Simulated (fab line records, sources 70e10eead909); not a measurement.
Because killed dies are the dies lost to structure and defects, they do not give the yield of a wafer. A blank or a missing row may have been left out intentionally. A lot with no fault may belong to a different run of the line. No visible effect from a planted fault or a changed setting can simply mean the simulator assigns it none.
fab line records | flow nand-harc
[record] lots = 13 wafers = 39 last-day = 30
route steps=1302 shown A_BONDPAD@1228 THIN_TSV@1263 END@1302
lots with no fault: from the same line, run without faults
start-h: hours from the record's first day to the start of the lot's first wafer shown | wait-h: time in hours since the lot's previous step | " same as the row above | L1.1+2: a row that stands for several wafers | - no value, or no start was given | * or withheld: withheld | < > ~ a bound
route shown NAME@n: a module of which the file shows steps, and the number in the route of the first | usual: average and standard deviation across the fault-free wafers | same: alike in all rows | chamber/n: place in a boat | sites: per-site readings | _std_site: standard deviation across them | _edge_site: outer sites' mean less inner sites' | radius-mm: how far each site lies from the wafer's centre | mask NAME#n: copy n | behind: tool/chamber where the wafer was last shaped | hold: cause of the lot's hold/its duration in hours/its outcome | device: whichever transistor did not switch (one of n, p or np) | end of line: the same wafers' tests at the end of the route | where a step has no rows: the recipe by itself | killed: dies lost to structure and defects at the first sort, not the wafer's yield | map: a wafer's dies, marking killed ones x, the rest . and places with no die _
set.NAME: the setting the step ran with; set.NAME@STEP: the setting that earlier step ran with | model.NAME: the simulator's own value behind a step, which no gauge read
steps of the route over a sample of lots; a table a step, a row a wafer
services: from which hour (start-h, from the record's first day; less than 0 if before it) a tool's chamber was out of use, for how many hours, and why
[[steps]]
[step NHARC_A_BONDPAD_PVD_27]
[recipe] target-thk-a = 300 chamber-pressure-pa = 5 power-w = 5000 substrate-temp-c = 30 time-s = 20.49 material = Cu
[usual] throttle-valve-pct = 30.0/1.3
// columns lot.wafer tool chamber start-h wait-h throttle-valve-pct
L432.1 pvd-sputter-01 - 540.62 - 30.4
L432.4 " - " " 30.3
L432.5 " - " " 30.2
L431.2 pvd-sputter-02 - 541.58 - 31.2
L431.5 " - " " 31.0
L431.6 " - " " 30.2
L435.4 pvd-sputter-01 - 557.59 - 30.4
L435.6 " - " " 30.4
L435.5 " - " " 30.5
L434.3 pvd-sputter-02 - 573.17 - 27.9
L434.1 " - " " 30.2
L434.6 " - " " 31.0
L436.3 pvd-sputter-02 - 592.24 - 30.5
L436.1 " - " " 31.1
L436.5 " - " " 27.7
L438.3 pvd-sputter-02 - 614.43 - 30.6
L438.2 " - " " 30.3
L438.5 " - " " 30.4
L437.4 pvd-sputter-02 - 617.70 - 31.0
L437.3 " - " " 30.4
L437.5 " - " " 31.2
L439.2 pvd-sputter-03 - 625.71 - 27.9
L439.6 " - " " 30.0
L439.5 " - " " 27.8
L441.4 pvd-sputter-03 - 641.44 - 30.4
L441.5 " - " " 30.8
L441.6 " - " " 30.4
L443.2 pvd-sputter-02 - 651.64 - 30.4
L443.1 " - " " 29.2
L443.6 " - " " 27.1
L444.3 pvd-sputter-02 - 662.29 - 29.4
L444.1 " - " " 27.5
L444.2 " - " " 31.6
L446.4 pvd-sputter-01 - 675.44 - 29.4
L446.2 " - " " 30.1
L446.5 " - " " 29.7
L447.1 pvd-sputter-02 - 681.87 - 27.4
L447.6 " - " " 29.3
L447.5 " - " " 30.5
[step NHARC_THIN_TSV_ETCH_15]
[recipe] target-depth-a = 30000 bosch-target-overetch-cycles = 2 bosch-etch-step-s = 2.8 bosch-dep-step-s = 1.2 bosch-cycles = 14
[usual] drypump-motor-current-A = 5.9/0.45
[same] bosch-dep-step-s = 1.2
// columns lot.wafer tool chamber start-h wait-h drypump-motor-current-A rf-hours-counter-h
L431.2 rie-si-05 0 554.87 - 6.3 0.4
L431.5 " 3 " " 6.5 -
L431.6 " 0 " " 6.3 -
L432.1 rie-si-03 2 556.30 - 5.4 1.0
L432.4 " 3 " " 6.1 0.8
L432.5 " 1 " " 6.5 -
L435.4 rie-si-05 1 573.75 - 5.3 0.6
L435.5 " 0 " " 6.3 -
L435.6 " 1 " " 5.3 -
L434.1 rie-si-02 2 587.59 - 6.3 0.7
L434.3 " 0 " " 5.6 0.7
L434.6 " 1 " " 5.4 -
L436.3 rie-si-05 0 607.46 - 6.3 0.8
L436.1 " 1 " " 5.3 0.9
L436.5 " 1 " " 5.3 -
L438.3 rie-si-03 2 629.35 - 5.4 0.2
L438.2 " 3 " " 6.1 0.2
L438.5 " 2 " " 5.4 -
L437.4 rie-si-05 3 630.23 - 6.5 0.8
L437.3 " 1 " " 5.3 1.0
L437.5 " 3 " " 6.5 -
L439.2 rie-si-03 0 640.23 - 6.1 0.3
L439.6 " 1 " " 6.5 -
L439.5 " 2 " " 5.4 -
L441.4 rie-si-03 1 655.81 - 6.5 0.3
L441.6 " 0 " " 6.0 -
L441.5 " 1 " " 6.5 -
L443.1 rie-si-02 1 665.00 - 5.4 0.1
L443.2 " 0 " " 5.6 0.3
L443.6 " 0 " " 5.6 -
L444.3 rie-si-05 1 678.46 - 5.3 0.0
L444.2 " 2 " " 5.9 0.1
L444.1 " 3 " " 6.5 0.1
L446.2 rie-si-05 2 689.90 - 5.9 0.1
L446.4 " 0 " " 6.3 -
L446.5 " 2 " " 5.9 -
L447.1 rie-si-02 0 696.42 - 5.6 0.6
[step NHARC_THIN_TSV_CD_MEAS_37]
[usual] cd-nm = 4999.4/2.7
// columns lot.wafer tool chamber start-h wait-h cd-nm
L431.2 cd-sem-03 - 561.41 - 5004.0
L431.5 " - " " 5003.6
L431.6 " - " " 4997.5
L432.1 cd-sem-02 - 562.86 - 5001.0
L432.4 " - " " 4997.2
L432.5 " - " " 4996.4
L435.4 cd-sem-01 - 580.26 - 5006.9
L435.5 " - " " 5001.3
L435.6 " - " " 5004.7
L434.1 cd-sem-03 - 594.02 - 4996.7
L434.3 " - " " 4997.3
L434.6 " - " " 5000.9
L436.1 cd-sem-01 - 614.01 - 4996.7
L436.3 " - " " 4999.4
L436.5 " - " " 4998.1
L438.2 cd-sem-02 - 636.10 - 4999.6
L438.3 " - " " 4999.0
L438.5 " - " " 4995.8
L437.3 cd-sem-02 - 637.46 - 4998.9
L437.4 " - " " 5000.3
L437.5 " - " " 4998.3
L439.2 cd-sem-02 - 646.75 - 4997.6
L439.5 " - " " 5001.8
L439.6 " - " " 5004.4
L441.4 cd-sem-01 - 662.38 - 5000.6
L441.5 " - " " 5004.6
L441.6 " - " " 5006.2
L443.1 cd-sem-01 - 671.51 - 5003.4
L443.2 " - " " 5003.2
L443.6 " - " " 5001.1
L444.1 cd-sem-01 - 684.91 - 4998.0
L444.2 " - " " 4998.0
L444.3 " - " " 5000.3
L446.2 cd-sem-03 - 696.48 - 4994.0
L446.4 " - " " 4996.6
L446.5 " - " " 4997.8
L447.1 cd-sem-03 - 703.33 - 5001.2
[step NHARC_THIN_TSV_INSPECT_40]
[usual] raw-defect-count = 527/83
// columns lot.wafer tool chamber start-h wait-h raw-defect-count
L432.1 defect-inspect-02 - 566.82 0.4 487
L432.4 " - " " 458
L432.5 " - " " 606
L431.2 defect-inspect-01 - 566.82 0.4 504
L431.5 " - " " 642
L431.6 " - " " 570
L435.4 defect-inspect-02 - 588.15 0.4 612
L435.5 " - " " 849
L435.6 " - " " 553
L434.1 defect-inspect-01 - 598.70 0.4 560
L434.3 " - " " 595
L434.6 " - " " 631
L436.1 defect-inspect-01 - 619.17 0.4 505
L436.3 " - " " 479
L436.5 " - " " 510
L438.2 defect-inspect-01 - 640.71 0.4 484
L438.3 " - " " 461
L438.5 " - " " 489
L437.3 defect-inspect-02 - 640.71 0.4 486
L437.4 " - " " 514
L437.5 " - " " 482
L439.2 defect-inspect-02 - 651.82 0.4 477
L439.5 " - " " 397
L439.6 " - " " 468
L441.4 defect-inspect-01 - 666.88 0.4 564
L441.5 " - " " 501
L441.6 " - " " 500
L443.1 defect-inspect-01 - 674.80 0.4 547
L443.2 " - " " 566
L443.6 " - " " 443
L444.1 defect-inspect-02 - 689.51 0.4 463
L444.2 " - " " 475
L444.3 " - " " 562
L446.2 defect-inspect-01 - 703.41 0.4 490
L446.4 " - " " 512
L446.5 " - " " 486
L447.1 defect-inspect-01 - 708.04 0.4 566
[step NHARC_END_SORT_01]
[recipe] temp-c = 25
[usual] defect-limited-yield = 90.9/2.6 killed-at-array = 57/18 killed-at-other = 0.9/1.3 killed-at-periphery = 3.5/2.2 killed-dies = 62/18 killed-open = 3.0/1.7 killed-short = 2.3/1.5
[same] gross-dies = 677
// columns lot.wafer tool chamber start-h wait-h defect-limited-yield[%] killed-at-array killed-at-other killed-at-periphery killed-dies killed-open killed-short
L446.2 prober-02 0 707.28 2.8 89.5 64 1 6 71 5 4
L446.4 prober-02 0 708.91 3.4 87.4 82 0 3 85 5 3
L446.5 prober-02 0 709.72 3.8 90.5 55 2 7 64 4 3
L447.1 prober-01 0 714.15 2.5 92.5 46 1 4 51 3 0
L447.5 prober-01 0 717.36 3.7 0 671 0 6 677 6 1
L447.6 prober-01 0 718.16 4.0 0 670 1 6 677 4 5
// killed by level:class
L446.2 A_SLIT:chamber-film-flake=21 A_CHANNEL_HOLE_D2:chamber-film-flake=14 A_CHANNEL_HOLE_D1:chamber-film-flake=8 A_STAIRCASE:chamber-film-flake=5 P_GATE:chamber-film-flake=3 A_BLC:chamber-film-flake=3 P_M0:geometric-particle:open=2 A_DECK1_JOINT:chamber-film-flake=2
L446.4 A_SLIT:chamber-film-flake=33 A_CHANNEL_HOLE_D2:chamber-film-flake=20 A_CHANNEL_HOLE_D1:chamber-film-flake=7 A_SGD_CUT:chamber-film-flake=4 A_CHANNEL_FILL_D2:chamber-film-flake=3 A_STAIRCASE:chamber-film-flake=3 A_BLC:chamber-film-flake=3 A_M0:geometric-particle:open=2
L446.5 A_SLIT:chamber-film-flake=28 A_CHANNEL_HOLE_D2:chamber-film-flake=7 A_STAIRCASE:chamber-film-flake=5 A_CHANNEL_HOLE_D1:chamber-film-flake=3 A_CONTACT:chamber-film-flake=3 A_CHANNEL_FILL_D2:geometric-particle:short=2 P_GATE:chamber-film-flake=2 P_M0:chamber-film-flake=2
L447.1 A_CHANNEL_HOLE_D2:chamber-film-flake=22 A_SLIT:chamber-film-flake=15 A_STAIRCASE:chamber-film-flake=3 A_CONTACT:chamber-film-flake=3 P_GATE:chamber-film-flake=2 P_CONTACT:geometric-particle:open=1 A_SOURCE_PLATE:geometric-particle:open=1 A_SGD_CUT:geometric-particle:open=1
L447.5 A_BONDPAD:area-pvd=621 A_SLIT:chamber-film-flake=22 A_CHANNEL_HOLE_D2:chamber-film-flake=11 A_CHANNEL_HOLE_D1:chamber-film-flake=5 A_CONTACT:chamber-film-flake=5 P_GATE:chamber-film-flake=3 P_CONTACT:geometric-particle:open=2 A_ONON_D1:geometric-particle:open=1
L447.6 A_BONDPAD:area-pvd=611 A_SLIT:chamber-film-flake=24 A_CHANNEL_HOLE_D2:chamber-film-flake=18 A_CONTACT:chamber-film-flake=5 A_CHANNEL_HOLE_D1:chamber-film-flake=4 P_GATE:chamber-film-flake=3 P_GATE:geometric-particle:open=1 P_M0:geometric-particle:open=1
[[services]]
// columns tool chamber start-h hours kind
pvd-sputter-03 - 526.00 10.0 pm
rie-si-02 2 533.15 1.7 repair
pvd-sputter-01 - 533.36 5.1 repair
rie-si-02 1 548.14 2.5 repair
pvd-sputter-02 - 553.99 7.1 repair
rie-si-03 1 564.45 13.2 repair
rie-si-03 - 575.00 9.0 pm
pvd-sputter-01 - 582.00 10.0 pm
rie-si-02 2 595.24 7.2 repair
rie-si-02 - 631.00 9.0 pm
pvd-sputter-02 - 638.00 10.0 pm
rie-si-03 - 645.00 3.2 repair
rie-si-02 1 649.19 15.4 repair
rie-si-05 - 659.00 9.0 pm
rie-si-05 0 659.00 9.0 vent-cycle
rie-si-05 1 659.00 9.0 vent-cycle
rie-si-05 2 659.00 9.0 vent-cycle
rie-si-05 3 659.00 9.0 vent-cycle
rie-si-02 3 664.18 3.3 repair
rie-si-05 0 668.00 - clean
rie-si-05 1 668.00 - clean
rie-si-05 2 668.00 - clean
rie-si-05 3 668.00 - clean
rie-si-05 3 688.06 20.0 repair
[[key]]
[first-sign] step = NHARC_END_SORT_01 reading = defect-limited-yield direction = down sigmas = 35 usual = 90.9 struck = 0
[effect] step = NHARC_END_SORT_01 reading = killed-dies direction = up sigmas = 35 usual = 62 struck = 677
[more-kills-born-at] NHARC_A_BONDPAD_PVD_27@pvd-sputter-02 = 1232
met-at NHARC_A_BONDPAD_PVD_27
struck-lots L447
struck-wafers L447.5,L447.6
later-rows-left-out L447.5,L447.6
not-acting-at NHARC_THIN_TSV_ETCH_15,NHARC_THIN_TSV_CD_MEAS_37,NHARC_THIN_TSV_INSPECT_40
onset-between 662.29 681.87
[fault] kind = process-parameter-drift tool = pvd-sputter-02 chamber = - onset-h = 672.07 steps = NHARC_A_BONDPAD_PVD_27 channel = target-thk-a offset = * shape = step end-h = 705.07 scope = struck-wafers-only acts-in = * stated = *
// later-rows-left-out: the simulator's readings of these wafers behind a module that went badly wrong aren't trusted and aren't shown, but for the sort
